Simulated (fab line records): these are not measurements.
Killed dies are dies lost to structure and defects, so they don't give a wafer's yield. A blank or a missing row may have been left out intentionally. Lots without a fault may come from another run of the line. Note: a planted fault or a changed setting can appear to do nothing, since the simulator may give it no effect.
fab line records | flow n5Finfet
record lots=6 wafers=18 lastDay=17
route steps=1938 shown PASSIVATION@1919 END@1938
lots untouched by any fault: they come from a run of this same line in which no faults occurred
startH: start of the lot's first displayed wafer, in hours after the record's first day | waitH: hours elapsed since this lot's preceding step | " repeats the value in the row above | L1.1+2: a single row standing in for several wafers | - no value present, or no start provided | * or withheld: withheld | < > ~ a bound
route shown NAME@n: NAME is a module with steps in the file, n the number in the route of the first one | usual: mean and standard deviation over wafers with no fault | same: alike in all rows | chamber/n: place in a boat | sites: the reading at each site | _std_site: their standard deviation | _edge_site: inner sites' mean taken away from outer sites' mean | radiusMm: how far each site lies from the wafer's centre | mask NAME#n: copy n | behind: the last tool/chamber to shape the wafer | hold: what put the lot on hold/how long, in hours/how the hold closed | device: the n, p or np transistor that did not switch | end of line: the route-end tests of the same wafers | where a step has no rows: the recipe by itself | killed: at the first sort, the dies lost to defects and structure; wafer yield is something else | map: per-die view of a wafer (x killed, . not killed, _ where there is no die)
set.NAME: setting as actually run; set.NAME@STEP: the setting as run at that earlier step | model.NAME: the simulator's own value behind a step, which no gauge read
certain route steps with their lots: each step a table, each wafer a row
services: when a tool's chamber went out of use (startH, in hours from the record's first day, below 0 if earlier), for how many hours, and the reason
## steps
# step N5_PASSIVATION_EBR_40
# recipe solvent=PGMEA ebrWidthMm=1.5
# step N5_PASSIVATION_SOFTBAKE_39
# recipe tempC=110 timeS=120
# step N5_PASSIVATION_EXPOSE_41
# recipe maskId=PASS_OPEN na=0.55 defocusNm=0 sourceShape=conventional sigmaOuter=0.8 polarization=unpolarized targetCdNm=40000 doseMj=57.25
# step N5_PASSIVATION_PEB_42
# recipe pebTempC=withheld pebTimeS=*
# step N5_PASSIVATION_DEVELOP_43
# recipe developTimeS=60 rinseLiquid=diw dry=airSpin devTempC=21
# step N5_PASSIVATION_HARDBAKE_45
# recipe tempC=130 timeS=120
# step N5_PASSIVATION_CD_MEAS_44
# recipe targetCdNm=40000 landingEnergyEv=500 detector=seInlens
# usual cdNm=40001/3.6
# columns lot.wafer tool chamber startH waitH cdNm
L360.3 cdSem-01 0 289.68 - 40002
L360.5 " 0 " " 40004
L360.6 " 0 " " 40005
L365.2 cdSem-02 0 323.62 - 40003
L365.3 " 0 " " 40004
L365.5 " 0 " " 40007
L372.1 cdSem-02 0 366.97 - 40000
L372.3 " 0 " " 40003
L372.5 " 0 " " 39999
L373.1 cdSem-01 0 377.74 - 39999
L373.5 " 0 " " 39998
L373.6 " 0 " " 39992
L375.1 cdSem-01 0 381.10 - 40001
L375.5 " 0 " " 39998
L375.6 " 0 " " 39999
L379.2 cdSem-03 0 398.24 - 39993
L379.3 " 0 " " 39999
L379.5 " 0 " " 39999
# step N5_PASSIVATION_OVL_MEAS_66
# recipe pointsPerWafer=44
# usual PASS_OPEN_OVL=4/5.2
# columns lot.wafer tool chamber startH waitH PASS_OPEN_OVL[nm]
L360.3 overlay-01 0 289.71 0.0 -5
L360.5 " 0 " " 3
L360.6 " 0 " " 6
L365.2 overlay-01 0 323.65 0.0 1
L365.3 " 0 " " 9
L365.5 " 0 " " -3
L372.1 overlay-02 0 367.00 0.0 -2
L372.3 " 0 " " -7
L372.5 " 0 " " 2
L373.1 overlay-01 0 377.77 0.0 8
L373.5 " 0 " " -4
L373.6 " 0 " " -3
L375.1 overlay-01 0 381.13 0.0 -1
L375.5 " 0 " " 4
L375.6 " 0 " " 0
L379.2 overlay-02 0 398.27 0.0 6
L379.3 " 0 " " 5
L379.5 " 0 " " 11
# step N5_PASSIVATION_INSPECT_67
# recipe mode=adi inspectInstrument=macro
# usual rawDefectCount=2.2/1.5
# columns lot.wafer tool chamber startH waitH rawDefectCount
L360.3 defectInspect-02 - 289.88 0.2 1
L360.5 " - " " 1
L360.6 " - " " 2
L365.2 defectInspect-01 - 323.67 0.0 6
L365.3 " - " " 4
L365.5 " - " " 0
L372.1 defectInspect-01 - 367.02 0.0 5
L372.3 " - " " 2
L372.5 " - " " 4
L373.1 defectInspect-02 - 377.79 0.0 4
L373.5 " - " " 2
L373.6 " - " " 3
L375.1 defectInspect-02 - 381.15 0.0 5
L375.5 " - " " 0
L375.6 " - " " 3
L379.2 defectInspect-01 - 398.29 0.0 2
L379.3 " - " " 6
L379.5 " - " " 2
# step N5_PASSIVATION_DESCUM_46
# recipe chemistry=O2 timeS=7.9 sourcePowerW=50 biasPowerW=20 pressureMtorr=20 rfFrequencyHz=2.712e+07 tempC=40 o2FlowSccm=225
# usual drypumpMotorCurrentA=5.8/0.34 oesProductAu=0.78/0.088 rfVppV=242.9/1.5 showerheadPlenumPTorr=2.08/0.068 throttleValvePct=20.45/0.21
# columns lot.wafer tool chamber startH waitH drypumpMotorCurrentA oesProductAu rfHoursCounterH rfVppV showerheadPlenumPTorr throttleValvePct
L360.3 rieDiel-04 1 290.12 0.2 5.5 0.95 7 242.5 2.14 20.51
L360.5 " 2 " " 5.5 0.69 - 243.0 2.09 20.77
L360.6 " 1 " " 5.5 0.94 - 244.2 2.14 20.53
L365.2 rieDiel-06 0 323.71 0.0 6.0 0.69 236 240.5 2.00 20.99
L365.3 " 3 " " 6.0 0.73 161 242.7 2.08 20.33
L365.5 " 3 " " 6.0 0.73 - 243.4 2.08 20.35
L372.1 rieDiel-06 3 367.06 0.0 6.0 0.72 177 240.7 2.07 20.35
L372.3 " 2 " " 5.3 0.81 115 244.6 2.10 20.30
L372.5 " 3 " " 6.0 0.72 - 243.2 2.07 20.34
L373.1 rieDiel-04 0 377.83 0.0 5.8 0.68 219 241.2 2.01 20.43
L373.5 " 1 " " 5.5 0.88 - 243.4 2.13 20.57
L373.6 " 0 " " 5.8 0.68 - 241.0 2.01 20.42
L375.1 rieDiel-01 2 381.18 0.0 5.3 0.81 78 243.2 2.11 20.45
L375.5 " 1 " " 5.4 0.92 - 241.6 2.04 20.37
L375.6 " 0 " " 6.5 0.81 - 245.3 2.18 20.14
L379.2 rieDiel-04 1 398.56 0.3 5.5 0.87 42 243.5 2.12 20.58
L379.3 " 3 " " 6.1 0.68 241 241.3 1.99 20.36
L379.5 " 3 " " 6.1 0.68 - 242.0 1.99 20.37
# step N5_PASSIVATION_PASS_ETCH_47
# recipe chemistry=CF4/O2 target=SiNx targetDepthA=7700 timeS=385 ionEnergyEv=100 pressureMtorr=40 sourceW=535 biasW=49 Ar_flow_sccm=100 cf4FlowSccm=100 O2_flow_sccm=10
# usual drypumpMotorCurrentA=5.8/0.34 oesProductAu=0.78/0.08 rfVppV=241/3.3 showerheadPlenumPTorr=2.19/0.073 throttleValvePct=15.88/0.18
# columns lot.wafer tool chamber startH waitH drypumpMotorCurrentA oesProductAu rfHoursCounterH rfVppV showerheadPlenumPTorr throttleValvePct
L360.3 rieDiel-04 1 290.16 0.0 5.5 0.94 7 242 2.24 15.85
L360.5 " 2 " " 5.6 0.70 - 246 2.18 16.12
L360.6 " 1 " " 5.5 0.94 - 242 2.24 15.85
L365.2 rieDiel-06 0 323.74 0.0 6.0 0.70 236 236 2.10 16.40
L365.3 " 3 " " 6.0 0.73 161 242 2.18 15.81
L365.5 " 3 " " 6.0 0.73 - 244 2.18 15.82
L372.1 rieDiel-06 3 367.09 0.0 6.0 0.72 177 244 2.18 15.82
L372.3 " 2 " " 5.3 0.80 115 240 2.22 15.78
L372.5 " 3 " " 6.0 0.72 - 243 2.18 15.84
L373.1 rieDiel-04 0 377.86 0.0 5.9 0.69 219 242 2.10 15.80
L373.5 " 1 " " 5.6 0.88 - 243 2.23 15.90
L373.6 " 0 " " 5.8 0.69 - 241 2.10 15.81
L375.1 rieDiel-01 2 381.22 0.0 5.3 0.82 78 245 2.24 15.93
L375.5 " 1 " " 5.3 0.92 - 243 2.18 15.86
L375.6 " 0 " " 6.5 0.80 - 243 2.30 15.66
L379.2 rieDiel-04 1 398.59 0.0 5.5 0.86 42 241 2.23 15.91
L379.3 " 3 " " 6.1 0.69 241 242 2.10 15.84
L379.5 " 3 " " 6.1 0.69 - 242 2.10 15.85
# step N5_PASSIVATION_ETCH_54
# recipe chemistry=CHF3/O2 target=SiO2 targetDepthA=8800 CHF3_flow_sccm=50 O2_flow_sccm=5 Ar_flow_sccm=200 timeS=440 maskMaterial=PR pressureMtorr=30 sourceW=650 biasW=170 ionEnergyEv=200
# usual drypumpMotorCurrentA=5.8/0.34 oesProductAu=0.78/0.081 rfVppV=524/6.7 showerheadPlenumPTorr=2.39/0.086 throttleValvePct=18.80/0.17
# columns lot.wafer tool chamber startH waitH drypumpMotorCurrentA oesProductAu rfHoursCounterH rfVppV showerheadPlenumPTorr throttleValvePct
L360.3 rieDiel-04 1 290.39 0.1 5.5 0.95 7 526 2.45 18.84
L360.5 " 2 " " 5.5 0.70 - 533 2.38 18.99
L360.6 " 1 " " 5.6 0.94 - 529 2.45 18.85
L365.2 rieDiel-06 0 323.97 0.1 6.0 0.70 237 511 2.28 19.24
L365.3 " 3 " " 6.0 0.73 161 531 2.39 18.74
L365.5 " 3 " " 6.0 0.73 - 530 2.39 18.74
L372.1 rieDiel-06 3 367.32 0.1 6.0 0.71 177 531 2.39 18.75
L372.3 " 2 " " 5.3 0.80 115 525 2.45 18.81
L372.5 " 3 " " 6.0 0.71 - 529 2.39 18.77
L373.1 rieDiel-04 0 378.09 0.1 5.9 0.69 219 524 2.29 18.67
L373.5 " 1 " " 5.6 0.88 - 527 2.44 18.89
L373.6 " 0 " " 5.9 0.69 - 524 2.29 18.67
L375.1 rieDiel-01 2 381.45 0.1 5.3 0.81 78 528 2.45 18.90
L375.5 " 1 " " 5.4 0.93 - 529 2.39 18.90
L375.6 " 0 " " 6.5 0.80 - 531 2.52 18.58
L379.2 rieDiel-04 1 398.82 0.1 5.5 0.87 42 526 2.44 18.91
L379.3 " 3 " " 6.1 0.69 241 523 2.27 18.65
L379.5 " 3 " " 6.1 0.69 - 525 2.28 18.65
# step N5_PASSIVATION_STRIP_48
# recipe chemistry=O2 powerW=600 tempC=60 pressureMtorr=30 rfFrequencyHz=6e+07 biasPowerW=0 overashFraction=0.5 o2FlowSccm=225
# usual biasPowerW=0/0 chamberPressureMTorr=29.99/0.12 drypumpMotorCurrentA=5.8/0.35 oesProductAu=0.77/0.087 rfVppV=3.4/2.3 showerheadPlenumPTorr=2.09/0.068 throttleValvePct=16.70/0.21
# columns lot.wafer tool chamber startH waitH biasPowerW chamberPressureMTorr drypumpMotorCurrentA oesProductAu rfHoursCounterH rfVppV showerheadPlenumPTorr throttleValvePct
L360.3 rieDiel-04 1 290.68 0.1 0 29.98 5.6 0.96 8 4.8 2.14 16.64
L360.5 " 2 " " 0 30.00 5.5 0.67 - 4.0 2.09 16.95
L360.6 " 1 " " 0 29.94 5.6 0.94 - 4.7 2.14 16.68
L365.2 rieDiel-06 0 324.26 0.1 0 30.02 6.1 0.69 237 3.8 2.00 17.29
L365.3 " 3 " " 0 30.11 6.0 0.75 161 2.1 2.08 16.61
L365.5 " 3 " " 0 29.86 6.0 0.75 - 3.1 2.08 16.56
L372.1 rieDiel-06 3 367.61 0.1 - - - - - - - -
L372.3 " 2 " " - - - - - - - -
L372.5 " 3 " " - - - - - - - -
L373.1 rieDiel-04 0 378.38 0.1 - - - - - - - -
L373.5 " 1 " " - - - - - - - -
L373.6 " 0 " " - - - - - - - -
L375.1 rieDiel-01 2 381.74 0.1 0 30.04 5.3 0.83 78 2.0 2.11 16.67
L375.5 " 1 " " 0 29.76 5.4 0.93 - 10.9 2.05 16.57
L375.6 " 0 " " 0 29.91 6.5 0.77 - 3.2 2.19 16.34
L379.2 rieDiel-04 1 399.11 0.1 0 30.20 5.5 0.85 42 3.4 2.13 16.65
L379.3 " 3 " " 0 30.04 6.1 0.67 241 9.2 1.99 16.68
L379.5 " 3 " " 0 30.11 6.1 0.69 - 4.9 1.99 16.64
# step N5_PASSIVATION_STRIP_52
# recipe chemistry=postEtchResidueRemover timeS=1200 tempC=72.5
# step N5_PASSIVATION_CLEAN_71
# recipe chemistry=IPA timeS=180 tempC=25
# step N5_PASSIVATION_SRD_72
# recipe dry=ipaMarangoni timeS=30 tempC=23 rinseLiquid=diw
# step N5_PASSIVATION_ANNEAL_56
# recipe tempC=400 timeS=1800 ambient=FGA idleTempC=300 rampUpCPerMin=5 rampDownCPerMin=3
# step N5_PASSIVATION_PROBE_49
# usual defectLimitedYield=91.1/1.4 killed_at_M0_to_M3=32/9.4 killed_at_M4_up=14/5.1 killedAtContacts=11/5.5 killedAtFrontEnd=44/13 killedAtOther=4/3.2 killedDies=104/16 killedOpen=70/12 killedShort=33/7.8 sort_bin_5_function=5.1/0.91 sort_bin_6_memory=3.4/0.63 sort_bin_8_speed=0.00/0.014 sortNPass=1075/16
# same grossDies=1180 killedAtBackSide=0 sort_bin_4_leakage[%]=0
# columns lot.wafer tool chamber startH waitH defectLimitedYield[%] killed_at_M0_to_M3 killed_at_M4_up killedAtContacts killedAtFrontEnd killedAtOther killedDies killedOpen killedShort sort_bin_5_function[%] sort_bin_6_memory[%] sort_bin_8_speed[%] sortNPass
L360.3 prober-02 - 293.28 0.1 91.1 41 13 12 35 4 105 70 33 5.1 3.4 0 1075
L360.5 prober-02 - 293.38 0.2 90.0 45 17 7 46 3 118 65 52 5.8 4.0 0 1062
L360.6 prober-02 - 293.43 0.3 89.9 26 22 8 53 10 119 67 50 6.0 3.8 0 1061
L372.1 prober-02 - 370.10 0.0 89.0 61 10 18 35 6 130 90 36 5.8 4.6 0 1050
L372.3 prober-02 - 370.20 0.1 89.6 30 12 11 64 6 123 87 33 5.1 4.8 0 1057
L372.5 prober-02 - 370.30 0.2 89.2 26 13 19 67 3 128 83 35 5.7 4.1 0 1052
L373.1 prober-02 - 380.88 0.0 91.0 36 19 10 39 2 106 66 38 6.2 2.5 0 1074
L373.5 prober-02 - 381.08 0.2 91.4 38 11 10 38 4 101 61 40 4.7 3.6 0 1079
L373.6 prober-02 - 381.13 0.3 90.9 31 18 9 40 9 107 69 36 5.8 3.0 0 1073
L375.1 prober-01 - 384.23 0.0 88.2 38 24 2 69 6 139 94 43 6.5 4.7 0 1041
L375.5 prober-01 - 384.43 0.2 90.7 33 15 11 39 12 110 58 50 4.4 4.1 0 1070
L375.6 prober-01 - 384.48 0.3 90.6 32 17 8 49 5 111 81 28 4.9 4.2 0 1069
# killed by level:class
L360.3 MOL_CONTACT_COAG:geometricParticle:open=11 FIN_SAQP:geometricParticle:open=10 BEOL_M0_SAQP:geometricParticle:open=10 FIN_SAQP:geometricParticle:short=8 BEOL_M3:geometricParticle:open=8 BEOL_M0_SAQP:geometricParticle:short=6 GATE_CUT:geometricParticle:open=5 BEOL_M1:geometricParticle:open=5
L360.5 FIN_SAQP:geometricParticle:short=19 FIN_SAQP:geometricParticle:open=10 BEOL_M2:geometricParticle:open=10 BEOL_M3:geometricParticle:open=10 GATE_CUT:geometricParticle:short=5 BEOL_M0_SAQP:geometricParticle:open=5 BEOL_M0_SAQP:geometricParticle:short=5 BEOL_M5:geometricParticle:open=5
L360.6 FIN_SAQP:geometricParticle:short=15 FIN_SAQP:geometricParticle:open=11 STI_FIN_REVEAL:geometricParticle:open=11 MOL_CONTACT_COAG:geometricParticle:open=8 BEOL_M1:geometricParticle:open=8 BEOL_M4:geometricParticle:open=7 BEOL_M1:geometricParticle:short=5 ILD0:geometricParticle:short=4
L372.1 BEOL_M3:geometricParticle:open=16 MOL_CONTACT_COAG:geometricParticle:open=15 BEOL_M1:geometricParticle:open=15 STI_FIN_REVEAL:geometricParticle:open=10 BEOL_M0_SAQP:geometricParticle:short=8 BEOL_M2:geometricParticle:open=7 BEOL_M0_SAQP:geometricParticle:open=5 BEOL_M1:geometricParticle:short=4
L372.3 STI_FIN_REVEAL:geometricParticle:open=29 BEOL_M2:geometricParticle:open=11 FIN_SAQP:geometricParticle:short=10 MOL_CONTACT_COAG:geometricParticle:open=10 DUMMY_GATE:geometricParticle:open=7 BEOL_M3:geometricParticle:open=5 BEOL_M4:geometricParticle:open=4 BEOL_M1:geometricParticle:short=4
L372.5 STI_FIN_REVEAL:geometricParticle:open=19 MOL_CONTACT_COAG:geometricParticle:open=16 DUMMY_GATE:geometricParticle:open=10 HKMG_FIN:areaEtch=8 GATE_CUT:geometricParticle:short=7 BEOL_M1:geometricParticle:open=7 BEOL_M2:geometricParticle:open=7 BEOL_M4:geometricParticle:open=7
L373.1 FIN_SAQP:geometricParticle:short=10 BEOL_M0_SAQP:geometricParticle:short=9 BEOL_M1:geometricParticle:open=9 BEOL_M0_SAQP:geometricParticle:open=8 BEOL_M5:geometricParticle:open=8 MOL_CONTACT_COAG:geometricParticle:open=7 FIN_SAQP:geometricParticle:open=6 GATE_CUT:geometricParticle:short=4
L373.5 BEOL_M3:geometricParticle:open=14 BEOL_M1:geometricParticle:open=13 GATE_CUT:geometricParticle:short=8 MOL_CONTACT_COAG:geometricParticle:open=8 STI_FIN_REVEAL:geometricParticle:open=6 FIN_SAQP:geometricParticle:short=5 STARTING-WAFER:geometricParticle:short=5 BEOL_M3:geometricParticle:short=4
L373.6 BEOL_M3:geometricParticle:open=10 MOL_CONTACT_COAG:geometricParticle:open=9 BEOL_M4:geometricParticle:open=9 GATE_CUT:geometricParticle:open=8 GATE_CUT:geometricParticle:short=7 MIM_TOP:geometricParticle:short=7 BEOL_M0_SAQP:geometricParticle:open=6 BEOL_M0:geometricParticle:open=5
L375.1 STI_FIN_REVEAL:geometricParticle:open=20 FIN_SAQP:geometricParticle:short=16 FIN_SAQP:geometricParticle:open=13 BEOL_M3:geometricParticle:open=8 BEOL_M0_SAQP:geometricParticle:short=8 BEOL_M4:geometricParticle:open=7 BEOL_M0_SAQP:geometricParticle:open=6 GATE_CUT:geometricParticle:open=5
L375.5 MOL_CONTACT_COAG:geometricParticle:open=9 STI_FIN_REVEAL:geometricParticle:open=8 BEOL_M0_SAQP:geometricParticle:short=8 FIN_SAQP:geometricParticle:short=6 STI_FIN_REVEAL:geometricParticle:short=6 DUMMY_GATE:geometricParticle:open=5 BEOL_M0_SAQP:geometricParticle:open=5 BEOL_M0:geometricParticle:open=4
L375.6 STI_FIN_REVEAL:geometricParticle:open=21 BEOL_M4:geometricParticle:open=8 BEOL_M3:geometricParticle:open=8 MOL_CONTACT_COAG:geometricParticle:open=6 STARTING-WAFER:geometricParticle:open=6 FIN_SAQP:geometricParticle:open=5 FIN_SAQP:geometricParticle:short=5 BEOL_M0_SAQP:geometricParticle:open=5
# step N5_PASSIVATION_INSPECT_57
# recipe inspectInstrument=macro mode=outgoing
# usual rawDefectCount=2.3/1.5
# columns lot.wafer tool chamber startH waitH rawDefectCount
L360.3 defectInspect-02 - 293.54 0.0 5
L360.5 " - " " 5
L360.6 " - " " 1
L365.2 defectInspect-01 - 327.10 0.0 2
L365.3 " - " " 3
L365.5 " - " " 3
L372.1 defectInspect-02 - 370.46 0.0 91
L372.3 " - " " 105
L372.5 " - " " 98
L373.1 defectInspect-02 - 381.23 0.0 98
L373.5 " - " " 95
L373.6 " - " " 96
L375.1 defectInspect-01 - 384.59 0.0 1
L375.5 " - " " 1
L375.6 " - " " 2
L379.2 defectInspect-01 - 402.00 0.0 7
L379.3 " - " " 3
L379.5 " - " " 3
## services
# columns tool chamber startH hours kind
rieDiel-04 1 315.54 14.6 repair
rieDiel-01 1 330.89 - clean
rieDiel-01 1 330.89 - consumableReplace:focusRing
rieDiel-01 1 330.89 15.4 scheduledDown
rieDiel-01 1 330.89 15.4 ventCycle
rieDiel-01 - 345.81 4.3 pm
rieDiel-06 0 361.45 - clean
rieDiel-06 0 361.45 - consumableReplace:focusRing
rieDiel-06 0 361.45 - consumableReplace:showerhead
rieDiel-06 0 361.45 20.9 scheduledDown
rieDiel-06 0 361.45 20.9 ventCycle
rieDiel-04 2 392.44 - clean
rieDiel-04 2 392.44 - consumableReplace:focusRing
## key
firstSign step=N5_PASSIVATION_STRIP_48 reading=toolRecord direction=missing
effect step=N5_PASSIVATION_INSPECT_57 reading=rawDefectCount direction=up sigmas=65 usual=2.3 struck=97.2
metAt N5_PASSIVATION_STRIP_48
struckWafers L372.1,L372.3,L372.5,L373.1,L373.5,L373.6
onsetBetween 324.26 367.61
fault kind=skippedStepWhole tool=rieDiel-04,rieDiel-06 chamber=- onsetH=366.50 steps=N5_PASSIVATION_STRIP_48 scope=struckLotsOnly
